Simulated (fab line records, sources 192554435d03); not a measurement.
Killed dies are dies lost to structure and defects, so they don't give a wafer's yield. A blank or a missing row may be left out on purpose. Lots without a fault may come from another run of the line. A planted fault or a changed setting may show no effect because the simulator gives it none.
fab line records | flow n5_finfet
record lots=11 wafers=31 last_day=18
route steps=1938 shown BEOL_M0@739 BEOL_M1@765 BEOL_M4@1111 PASSIVATION@1936
lots that met no fault: from a run of the same line without faults
start_h: hours from the record's first day to the start of the lot's first wafer shown | wait_h: hours since the lot's step before | " the same as in the row above | L1.1+2: a row that stands for several wafers | - no value, or no start given | * or withheld: withheld | < > ~ a bound
route shown NAME@n: a module of which the file shows steps, and the number in the route of the first | usual: mean/standard deviation of fault-free wafers | same: alike in all rows | chamber/n: place in a boat | sites: the reading at each site | _std_site: their standard deviation | _edge_site: outer sites' mean less inner sites' | radius_mm: how far each site lies from the wafer's centre | mask NAME#n: copy n | behind: the tool/chamber that last shaped the wafer | hold: why the lot was held/for how many hours/how that ended | device: the transistor (n, p or np) that didn't switch | end of line: the same wafers' tests at the end of the route | a step without rows: its recipe alone | killed: dies lost to structure and defects at the first sort, not the wafer's yield | map: a wafer's dies, x killed, . not, _ none there
set.NAME: the setting as run; set.NAME@STEP: as run at that earlier step | model.NAME: the simulator's own value behind a step, which no gauge read
steps of the route over a sample of lots; a table a step, a row a wafer
services: from which hour (start_h, from the record's first day; less than 0 if before it) a tool's chamber was out of use, for how many hours, and why
## steps
# step N5_BEOL_M0_ANNEAL_135
# recipe temp_c=400 time_s=60 ambient=vacuum
# usual heater_power_w=855/110
# columns lot.wafer tool chamber start_h wait_h heater_power_w
L324.2 pvd_sputter-01 - 117.29 0.0 856
L324.3 " - " " 908
L324.5 " - " " 858
L327.3 pvd_sputter-01 - 138.89 0.0 678
L327.4 " - " " 847
L327.6 " - " " 908
L330.2 pvd_sputter-01 - 153.14 0.0 940
L330.3 " - " " 815
L330.4 " - " " 662
L333.4 pvd_sputter-01 - 171.71 0.0 827
L333.5 " - " " 850
L333.6 " - " " 679
L335.1 pvd_sputter-01 - 187.42 0.0 811
L335.4 " - " " 849
L335.5 " - " " 665
L336.2 pvd_sputter-03 - 193.21 0.0 1041
L336.3 " - " " 796
L336.6 " - " " 975
L342.2 pvd_sputter-03 - 228.60 0.0 878
L342.4 " - " " 1020
L342.6 " - " " 1033
L343.1 pvd_sputter-03 - 230.15 0.0 1038
L343.2 " - " " 986
L343.3 " - " " 770
L344.2 pvd_sputter-02 - 239.83 0.0 788
L344.4 " - " " 875
L344.5 " - " " 1021
L346.2 pvd_sputter-03 - 248.27 0.0 1062
L346.3 " - " " 775
L347.2 pvd_sputter-01 - 262.60 0.0 822
L347.6 " - " " 854
# step N5_BEOL_M0_RS_MEAS_126
# recipe thk_meas_gauge=four-point-probe reads=Co_of_BEOL_M0_CO_CAP_123+Cu_of_BEOL_M0_ECD_118+Co_of_BEOL_M0_CVD_115+TaN_of_BEOL_M0_ALD_136
# usual M0_RS=0.536/0.023
# columns lot.wafer tool chamber start_h wait_h M0_RS[ohm/sq]
L324.2 film_metro-02 - 119.59 0.1 0.540
L324.3 " - " " 0.570
L324.5 " - " " 0.517
L327.3 film_metro-02 - 139.98 0.1 0.577
L327.4 " - " " 0.538
L327.6 " - " " 0.538
L330.2 film_metro-01 - 154.23 0.1 0.557
L330.3 " - " " 0.508
L330.4 " - " " 0.558
L333.4 film_metro-01 - 172.78 0.0 0.525
L333.5 " - " " 0.530
L333.6 " - " " 0.493
L335.1 film_metro-02 - 188.91 0.0 0.574
L335.4 " - " " 0.576
L335.5 " - " " 0.575
L336.2 film_metro-01 - 194.29 0.1 0.549
L336.3 " - " " 0.496
L336.6 " - " " 0.528
L342.2 film_metro-01 - 229.73 0.1 0.528
L342.4 " - " " 0.536
L342.6 " - " " 0.507
L343.1 film_metro-02 - 231.24 0.0 0.517
L343.2 " - " " 0.545
L343.3 " - " " 0.513
L344.2 film_metro-01 - 241.24 0.1 0.560
L344.4 " - " " 0.532
L344.5 " - " " 0.527
L346.2 film_metro-01 - 249.63 0.1 0.529
L346.3 " - " " 0.567
L347.2 film_metro-01 - 263.80 0.1 0.515
L347.6 " - " " 0.548
# step N5_BEOL_M1_OVL_MEAS_12
# recipe points_per_wafer=522
# usual M1_OVL=-0.1/0.61
# columns lot.wafer tool chamber start_h wait_h M1_OVL[nm]
L324.2 overlay-01 0 120.70 0.0 -0.1
L324.3 " 0 " " 0.5
L324.5 " 0 " " 0.1
L327.3 overlay-02 0 141.22 0.0 0.1
L327.4 " 0 " " 1.2
L327.6 " 0 " " 0.9
L330.2 overlay-02 0 155.72 0.0 -0.8
L330.3 " 0 " " 0.2
L330.4 " 0 " " -1.2
L333.4 overlay-01 0 173.48 0.0 -0.4
L333.5 " 0 " " -0.3
L333.6 " 0 " " -0.6
L335.1 overlay-02 0 190.27 0.0 -0.1
L335.4 " 0 " " 0.3
L335.5 " 0 " " -0.4
L336.2 overlay-01 0 195.59 0.0 0.1
L336.3 " 0 " " -0.4
L336.6 " 0 " " 0.8
L342.2 overlay-02 0 232.42 0.0 -1.3
L342.4 " 0 " " -0.1
L342.6 " 0 " " -0.4
L343.1 overlay-02 0 232.51 0.0 0.4
L343.2 " 0 " " 1.2
L343.3 " 0 " " -0.3
L344.2 overlay-01 0 242.09 0.0 0.2
L344.4 " 0 " " 0.9
L344.5 " 0 " " 0.8
L346.2 overlay-01 0 252.53 0.0 -0.3
L346.3 " 0 " " -0.2
L347.2 overlay-02 0 264.50 0.0 0.3
L347.6 " 0 " " 0.5
# step N5_BEOL_M1_ETCH_64
# recipe chemistry=N2/H2 target=SOC target_depth_a=750 overetch_a=150 mask_material=SiARC temp_c=40 time_s=112.5 ion_energy_ev=200 pressure_mtorr=30 source_w=840 bias_w=150 n2_flow_sccm=200 h2_flow_sccm=200
# usual drypump_motor_current_A=5.8/0.43 oes_product_au=0.62/0.069 rf_fwd_power_W=836.6/2.4 rf_vpp_V=524/3 showerhead_plenum_p_Torr=2.53/0.1 throttle_valve_pct=17.8/0.31
# columns lot.wafer tool chamber start_h wait_h drypump_motor_current_A oes_product_au rf_fwd_power_W rf_hours_counter_h rf_vpp_V showerhead_plenum_p_Torr throttle_valve_pct
L324.2 rie_diel-02 1 120.87 0.0 5.7 0.73 835.4 13 529 2.72 17.4
L324.3 " 2 " " 5.1 0.65 834.2 68 525 2.55 17.7
L324.5 " 3 " " 6.2 0.57 834.1 - 521 2.43 18.1
L327.3 rie_diel-02 1 141.38 0.0 5.8 0.73 839.9 20 528 2.72 17.4
L327.4 " 3 " " 6.2 0.56 837.1 205 520 2.43 18.1
L327.6 " 3 " " 6.2 0.56 835.2 - 521 2.43 18.1
L330.2 rie_diel-01 2 157.40 0.0 5.5 0.57 838.2 204 521 2.41 17.8
L330.3 " 1 " " 5.5 0.58 840.2 178 528 2.64 18.0
L330.4 " 0 " " 5.6 0.72 831.0 21 525 2.60 17.2
L333.4 rie_diel-01 3 173.63 0.0 6.1 0.54 1039.1 230 483 2.42 17.8
L333.5 " 2 " " 5.4 0.57 837.3 - 520 2.40 17.8
L333.6 " 3 " " 6.0 0.54 1038.8 - 485 2.41 17.9
L335.1 rie_diel-01 3 190.44 0.0 6.0 0.53 1038.7 234 485 2.41 17.8
L335.4 " 2 " " 5.4 0.57 839.4 214 521 2.40 17.8
L335.5 " 3 " " 6.0 0.53 1040.6 - 484 2.41 17.9
L336.2 rie_diel-06 3 196.05 0.0 5.8 0.71 833.3 37 522 2.48 17.7
L336.3 " 2 " " 6.1 0.56 836.0 193 520 2.44 18.5
L336.6 " 1 " " 6.5 0.71 835.5 - 521 2.49 17.6
L342.2 rie_diel-02 0 232.58 0.0 5.8 0.55 831.5 204 526 2.63 17.9
L342.4 " 3 " " 6.2 0.55 836.5 232 519 2.42 18.1
L342.6 " 0 " " 5.8 0.55 835.3 - 526 2.63 17.9
L343.1 rie_diel-06 1 232.71 0.0 6.5 0.70 838.9 51 521 2.49 17.7
L343.2 " 0 " " 6.8 0.56 835.1 208 526 2.62 17.9
L343.3 " 3 " " 5.7 0.69 837.9 49 520 2.47 17.7
L344.2 rie_diel-02 3 242.26 0.0 6.2 0.55 834.2 235 520 2.41 18.1
L344.4 " 0 " " 5.8 0.55 833.3 206 527 2.63 17.9
L344.5 " 3 " " 6.2 0.55 836.3 - 520 2.41 18.1
L346.2 rie_diel-06 2 252.70 0.0 6.2 0.56 837.1 208 519 2.44 18.5
L346.3 " 0 " " 6.8 0.56 836.1 213 525 2.62 17.9
L347.2 rie_diel-06 2 264.66 0.0 6.1 0.55 836.5 213 520 2.43 18.5
L347.6 " 0 " " 6.8 0.55 835.3 - 527 2.62 17.9
# step N5_BEOL_M4_RC_MEAS_101
# usual DIBL_N=35.0/2.4 DIBL_P=35.4/2.8 IOFF_N=0.14/0.045 IOFF_P=0.20/0.048 ION_N=667/19 ION_P=460/11 SS_N=71.2/0.71 SS_P=73.1/0.86 VT_N=252/4.6 VT_P=-251/3.4
# columns lot.wafer tool chamber start_h wait_h DIBL_N[mV/V] DIBL_P[mV/V] IOFF_N[nA/um] IOFF_P[nA/um] ION_N[uA/um] ION_P[uA/um] SS_N[mV/dec] SS_P[mV/dec] VT_N[mV] VT_P[mV]
L324.2 prober-01 0 172.25 0.2 33.3 34.5 0.13 0.18 651 451 70.5 73.0 249 -251
L324.3 " 0 " " 31.0 32.4 0.10 0.16 664 467 70.0 72.4 253 -251
L324.5 " 0 " " 35.2 38.2 0.17 0.25 688 481 70.3 73.1 246 -246
L327.3 prober-02 0 182.25 0.3 37.4 38.2 0.21 0.25 689 473 72.0 73.7 246 -248
L327.4 " 0 " " 37.7 37.8 0.21 0.24 677 462 71.7 74.5 246 -248
L327.6 " 0 " " 38.5 39.6 0.21 0.27 676 464 71.7 74.2 247 -248
L330.2 prober-02 0 208.28 0.2 42.5 42.8 0.35 0.39 724 490 73.3 75.2 239 -242
L330.3 " 0 " " 38.6 37.4 0.20 0.24 685 470 71.9 74.0 246 -247
L330.4 " 0 " " 32.1 28.8 0.09 0.13 630 441 70.5 70.5 260 -256
L333.4 prober-02 0 212.77 0.5 33.0 34.0 0.11 0.16 653 447 71.5 72.6 256 -253
L333.5 " 0 " " 36.3 37.1 0.16 0.20 671 453 72.5 73.0 251 -250
L333.6 " 0 " " 32.5 33.9 0.10 0.16 642 447 70.7 72.7 259 -255
L335.1 prober-01 0 229.91 0.0 38.7 37.5 0.18 0.22 668 449 72.1 74.2 247 -251
L335.4 " 0 " " 35.9 35.9 0.15 0.21 667 465 70.9 74.0 247 -250
L335.5 " 0 " " 34.5 33.4 0.12 0.16 667 455 70.5 72.8 255 -255
L336.2 prober-02 0 238.89 0.2 34.3 35.8 0.14 0.20 673 469 71.1 73.4 251 -251
L336.3 " 0 " " 32.4 33.3 0.12 0.17 661 462 70.8 72.3 253 -253
L336.6 " 0 " " 35.7 38.3 0.16 0.24 665 465 71.5 73.6 250 -250
L343.1 prober-02 0 276.89 0.3 39.2 41.4 0.22 0.33 688 483 71.9 74.8 243 -246
L343.2 " 0 " " 34.4 30.3 0.11 0.14 631 437 71.8 72.3 258 -258
L343.3 " 0 " " 37.5 36.4 0.17 0.21 666 456 71.4 74.4 249 -252
L342.2 prober-02 0 282.02 0.2 35.5 36.3 0.14 0.22 646 451 71.1 73.3 253 -249
L342.4 " 0 " " 37.3 39.7 0.21 0.28 700 482 71.8 73.5 242 -243
L342.6 " 0 " " 39.6 41.9 0.24 0.33 681 467 73.0 75.0 243 -245
L344.2 prober-01 0 282.32 0.2 31.2 31.0 0.07 0.13 635 448 70.2 72.3 263 -256
L344.4 " 0 " " 35.9 34.0 0.13 0.16 634 435 71.8 72.8 257 -255
L344.5 " 0 " " 32.0 33.4 0.08 0.18 628 445 71.0 72.4 260 -252
L346.2 prober-02 0 302.41 0.2 33.1 36.2 0.12 0.18 654 457 71.3 72.9 253 -251
L346.3 " 0 " " 36.3 39.3 0.19 0.23 702 479 72.0 74.1 243 -248
L347.2 prober-01 0 311.42 0.2 34.6 35.6 0.14 0.20 681 471 70.7 73.5 251 -252
L347.6 " 0 " " 33.8 34.3 0.11 0.17 656 450 70.9 73.0 256 -256
# step N5_PASSIVATION_PROBE_49
# usual defect_limited_yield=91.7/1.4 killed_at_M0_to_M3=32/9.7 killed_at_M4_up=14/5.5 killed_at_contacts=13/6.1 killed_at_front_end=35/10 killed_at_other=4.2/2.9 killed_dies=98/17 killed_open=63/12 killed_short=32/7.7 sort_bin_4_leakage=0.0/0.33 sort_bin_5_function=4.8/0.9 sort_bin_6_memory=3.1/0.63 sort_bin_8_speed=1/3.3 sort_n_pass=1073/41
# same gross_dies=1180 killed_at_back_side=0
# columns lot.wafer tool chamber start_h wait_h defect_limited_yield[%] killed_at_M0_to_M3 killed_at_M4_up killed_at_contacts killed_at_front_end killed_at_other killed_dies killed_open killed_short sort_bin_4_leakage[%] sort_bin_5_function[%] sort_bin_6_memory[%] sort_bin_8_speed[%] sort_n_pass
L327.3 prober-01 - 287.71 0.1 92.5 39 11 11 25 3 89 56 29 0 3.9 3.2 0 1091
L327.4 prober-01 - 287.76 0.2 90.5 45 15 16 25 11 112 80 27 0 5.4 3.9 0 1068
L327.6 prober-01 - 287.86 0.3 91.2 41 9 10 39 5 104 68 35 0 5.3 3.2 0 1076
L330.2 prober-02 - 304.71 0.1 89.8 35 26 10 41 8 120 72 47 3.5 5.3 4.4 0 1019
L330.3 prober-02 - 304.76 0.1 89.8 38 22 4 53 3 120 78 42 0 5.9 3.9 0 1060
L330.4 prober-02 - 304.81 0.2 91.6 25 22 12 38 2 99 56 41 0 5.3 2.6 9 970
L333.4 prober-01 - 321.73 0.2 91.7 25 9 10 47 7 98 62 30 0 5.3 2.9 0 1082
L333.5 prober-01 - 321.78 0.2 92.7 32 8 10 33 3 86 58 28 0 4.3 2.5 0 1094
L333.6 prober-01 - 321.83 0.3 91.1 41 7 20 31 6 105 59 45 0 5.7 2.5 0 1074
L335.1 prober-02 - 331.86 0.0 92.4 33 8 7 37 5 90 66 23 0 4.5 3.0 0 1090
L335.4 prober-02 - 332.01 0.2 92.9 29 15 17 23 0 84 53 30 0 4.4 2.7 0 1096
L335.5 prober-02 - 332.06 0.2 92.7 26 7 13 36 4 86 53 32 0 4.2 3.0 0 1094
L336.2 prober-02 - 346.93 0.1 90.0 48 15 11 43 1 118 66 48 0 5.8 3.4 0 1062
L336.3 prober-02 - 346.98 0.1 93.7 20 16 7 29 2 74 47 24 0 4.0 2.0 0 1106
L336.6 prober-02 - 347.13 0.3 92.5 34 11 15 29 0 89 54 34 0 3.9 3.1 0 1091
L343.1 prober-02 - 383.03 0.0 90.5 42 9 15 43 3 112 75 37 0 5.6 3.5 0 1068
L343.2 prober-02 - 383.08 0.1 91.9 35 12 9 36 3 95 61 34 0 5.1 2.7 12 948
L343.3 prober-02 - 383.13 0.1 91.9 34 9 3 46 3 95 56 37 0 3.7 3.7 0 1085
L344.2 prober-01 - 389.29 0.1 93.0 31 11 18 22 1 83 51 32 0 3.7 3.1 2 1075
L344.4 prober-01 - 389.39 0.2 92.8 38 14 8 22 3 85 60 25 0 3.8 3.1 6 1025
L344.5 prober-01 - 389.44 0.2 92.0 28 13 17 34 2 94 57 37 0 4.8 2.9 21 844
# killed by level:class
L327.3 BEOL_M0_SAQP:geometric_particle:short=10 BEOL_M0_SAQP:geometric_particle:open=9 MOL_CONTACT_COAG:geometric_particle:open=8 FIN_SAQP:geometric_particle:open=6 BEOL_M3:geometric_particle:open=6 STI_FIN_REVEAL:geometric_particle:open=5 BEOL_M2:geometric_particle:open=4 BEOL_M0:geometric_particle:open=4
L327.4 MOL_CONTACT_COAG:geometric_particle:open=15 BEOL_M0_SAQP:geometric_particle:open=13 BEOL_M2:geometric_particle:open=9 STI_FIN_REVEAL:geometric_particle:open=6 BEOL_M0_SAQP:geometric_particle:short=6 BEOL_M1:geometric_particle:open=6 BEOL_M4:geometric_particle:open=4 STARTING-WAFER:geometric_particle:short=4
L327.6 FIN_SAQP:geometric_particle:open=10 STI_FIN_REVEAL:geometric_particle:open=9 MOL_CONTACT_COAG:geometric_particle:open=8 BEOL_M0_SAQP:geometric_particle:open=8 BEOL_M2:geometric_particle:open=8 BEOL_M0_SAQP:geometric_particle:short=7 BEOL_M1:geometric_particle:open=6 FIN_SAQP:geometric_particle:short=4
L330.2 FIN_SAQP:geometric_particle:short=13 BEOL_M1:geometric_particle:open=8 BEOL_M2:geometric_particle:open=8 BEOL_M4:geometric_particle:open=8 DUMMY_GATE:geometric_particle:open=7 MOL_CONTACT_COAG:geometric_particle:open=7 BEOL_M4:geometric_particle:short=7 FIN_SAQP:geometric_particle:open=6
L330.3 FIN_SAQP:geometric_particle:open=20 FIN_SAQP:geometric_particle:short=19 BEOL_M3:geometric_particle:open=10 BEOL_M4:geometric_particle:open=8 BEOL_M1:geometric_particle:open=6 BEOL_M4:geometric_particle:short=6 BEOL_M0_SAQP:geometric_particle:short=5 BEOL_M0_SAQP:geometric_particle:open=5
L330.4 FIN_SAQP:geometric_particle:open=12 FIN_SAQP:geometric_particle:short=10 MOL_CONTACT_COAG:geometric_particle:open=10 BEOL_M4:geometric_particle:open=8 BEOL_M0_SAQP:geometric_particle:short=7 BEOL_M4:geometric_particle:short=7 BEOL_M1:geometric_particle:open=6 BEOL_M2:geometric_particle:open=5
L333.4 DUMMY_GATE:geometric_particle:open=9 FIN_SAQP:geometric_particle:short=8 MOL_CONTACT_COAG:geometric_particle:open=6 BEOL_M3:geometric_particle:open=6 FIN_SAQP:geometric_particle:open=5 FIN_CUT:area_etch=5 MOL_CONTACT_COAG:geometric_particle:short=4 BEOL_M0_SAQP:geometric_particle:open=4
L333.5 BEOL_M1:geometric_particle:open=14 MOL_CONTACT_COAG:geometric_particle:open=9 STI_FIN_REVEAL:geometric_particle:open=7 BEOL_M3:geometric_particle:open=7 BEOL_M1:geometric_particle:short=6 FIN_SAQP:geometric_particle:open=4 DUMMY_GATE:geometric_particle:short=4 DUMMY_GATE:geometric_particle:open=4
L333.6 MOL_CONTACT_COAG:geometric_particle:open=15 BEOL_M1:geometric_particle:open=14 BEOL_M1:geometric_particle:short=8 BEOL_M0_SAQP:geometric_particle:short=6 GATE_CUT:geometric_particle:short=5 MOL_CONTACT_COAG:geometric_particle:short=5 SPACER0:geometric_particle:short=4 BEOL_M2:geometric_particle:open=4
L335.1 BEOL_M3:geometric_particle:open=11 BEOL_M2:geometric_particle:open=10 FIN_SAQP:geometric_particle:open=9 MOL_CONTACT_COAG:geometric_particle:open=6 FIN_SAQP:geometric_particle:short=5 GATE_CUT:geometric_particle:open=4 GATE_CUT:geometric_particle:short=4 BEOL_M6:geometric_particle:open=4
L335.4 MOL_CONTACT_COAG:geometric_particle:open=12 BEOL_M4:geometric_particle:open=7 BEOL_M1:geometric_particle:open=6 GATE_CUT:geometric_particle:short=5 MOL_CONTACT_COAG:geometric_particle:short=5 BEOL_M0_SAQP:geometric_particle:short=5 BEOL_M0_SAQP:geometric_particle:open=5 BEOL_M3:geometric_particle:open=5
L335.5 FIN_SAQP:geometric_particle:open=13 MOL_CONTACT_COAG:geometric_particle:open=9 BEOL_M2:geometric_particle:open=9 FIN_SAQP:geometric_particle:short=5 GATE_CUT:geometric_particle:short=5 BEOL_M3:geometric_particle:open=5 BEOL_M0_SAQP:geometric_particle:short=4 GATE_CUT:geometric_particle:open=4
L336.2 BEOL_M0_SAQP:geometric_particle:short=14 BEOL_M0_SAQP:geometric_particle:open=13 FIN_SAQP:geometric_particle:short=11 MOL_CONTACT_COAG:geometric_particle:open=8 BEOL_M2:geometric_particle:open=8 FIN_SAQP:geometric_particle:open=7 BEOL_M4:geometric_particle:open=7 STI_FIN_REVEAL:geometric_particle:open=6
L336.3 STI_FIN_REVEAL:geometric_particle:open=13 MOL_CONTACT_COAG:geometric_particle:open=6 BEOL_M0_SAQP:geometric_particle:open=4 BEOL_M0_SAQP:geometric_particle:short=4 BEOL_M3:geometric_particle:open=4 BEOL_M4:geometric_particle:short=4 DUMMY_GATE:geometric_particle:open=3 GATE_CUT:geometric_particle:short=3
L336.6 MOL_CONTACT_COAG:geometric_particle:open=13 BEOL_M1:geometric_particle:open=8 DUMMY_GATE:geometric_particle:open=6 GATE_CUT:geometric_particle:short=6 BEOL_M0_SAQP:geometric_particle:open=5 BEOL_M0_SAQP:geometric_particle:short=5 BEOL_M1:geometric_particle:short=5 BEOL_M3:geometric_particle:open=5
L343.1 FIN_SAQP:geometric_particle:short=15 MOL_CONTACT_COAG:geometric_particle:open=13 FIN_SAQP:geometric_particle:open=12 BEOL_M0_SAQP:geometric_particle:open=12 BEOL_M0_SAQP:geometric_particle:short=9 STI_FIN_REVEAL:geometric_particle:open=7 BEOL_M3:geometric_particle:open=6 BEOL_M1:geometric_particle:open=5
L343.2 BEOL_M0_SAQP:geometric_particle:open=11 BEOL_M0_SAQP:geometric_particle:short=11 FIN_SAQP:geometric_particle:open=10 BEOL_M0:geometric_particle:open=8 FIN_SAQP:geometric_particle:short=7 MOL_CONTACT_COAG:geometric_particle:open=6 BEOL_M5:geometric_particle:open=4 STARTING-WAFER:geometric_particle:open=4
L343.3 BEOL_M0_SAQP:geometric_particle:open=12 FIN_SAQP:geometric_particle:short=9 FIN_SAQP:geometric_particle:open=9 GATE_CUT:geometric_particle:short=6 BEOL_M0:geometric_particle:open=5 DUMMY_GATE:geometric_particle:open=4 BEOL_M1:geometric_particle:open=4 STI_FIN_REVEAL:geometric_particle:open=3
L344.2 MOL_CONTACT_COAG:geometric_particle:open=15 BEOL_M0_SAQP:geometric_particle:open=9 BEOL_M0_SAQP:geometric_particle:short=7 FIN_SAQP:geometric_particle:short=6 BEOL_M4:geometric_particle:open=5 BEOL_M1:geometric_particle:open=5 GATE_CUT:geometric_particle:short=4 STARTING-WAFER:geometric_particle:open=4
L344.4 BEOL_M2:geometric_particle:open=12 BEOL_M1:geometric_particle:open=7 GATE_CUT:geometric_particle:short=6 MOL_CONTACT_COAG:geometric_particle:open=6 BEOL_M0_SAQP:geometric_particle:short=6 BEOL_M0_SAQP:geometric_particle:open=5 FIN_SAQP:geometric_particle:short=4 STI_FIN_REVEAL:geometric_particle:open=4
L344.5 MOL_CONTACT_COAG:geometric_particle:open=13 GATE_CUT:geometric_particle:short=8 BEOL_M0_SAQP:geometric_particle:short=8 GATE_CUT:geometric_particle:open=6 BEOL_M2:geometric_particle:open=6 BEOL_M0_SAQP:geometric_particle:open=5 STI_FIN_REVEAL:geometric_particle:open=4 MOL_CONTACT_COAG:geometric_particle:short=4
## services
# columns tool chamber start_h hours kind
pvd_sputter-01 - 131.81 1.2 repair
rie_diel-02 3 134.23 1.3 repair
rie_diel-02 - 147.33 14.6 pm
rie_diel-02 1 176.33 5.3 repair
rie_diel-01 3 198.80 7.3 repair
rie_diel-01 3 211.77 18.5 repair
## key
first_sign step=N5_BEOL_M1_ETCH_64 reading=rf_fwd_power_W direction=up sigmas=84 usual=* struck=*
effect step=N5_BEOL_M1_ETCH_64 reading=rf_vpp_V direction=down sigmas=13 usual=524 struck=484
met_at N5_BEOL_M1_ETCH_64
struck_lots L333,L335
struck_wafers L333.4,L333.6,L335.1,L335.5
not_acting_at N5_BEOL_M0_ANNEAL_135,N5_BEOL_M0_RS_MEAS_126,N5_BEOL_M1_OVL_MEAS_12
fault kind=process_parameter_drift tool=rie_diel-01 chamber=3 onset_h=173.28 steps=N5_BEOL_M1_ETCH_64 channel=source_w offset=201.6 shape=step end_h=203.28 acts_in=these_recipes_only stated=840
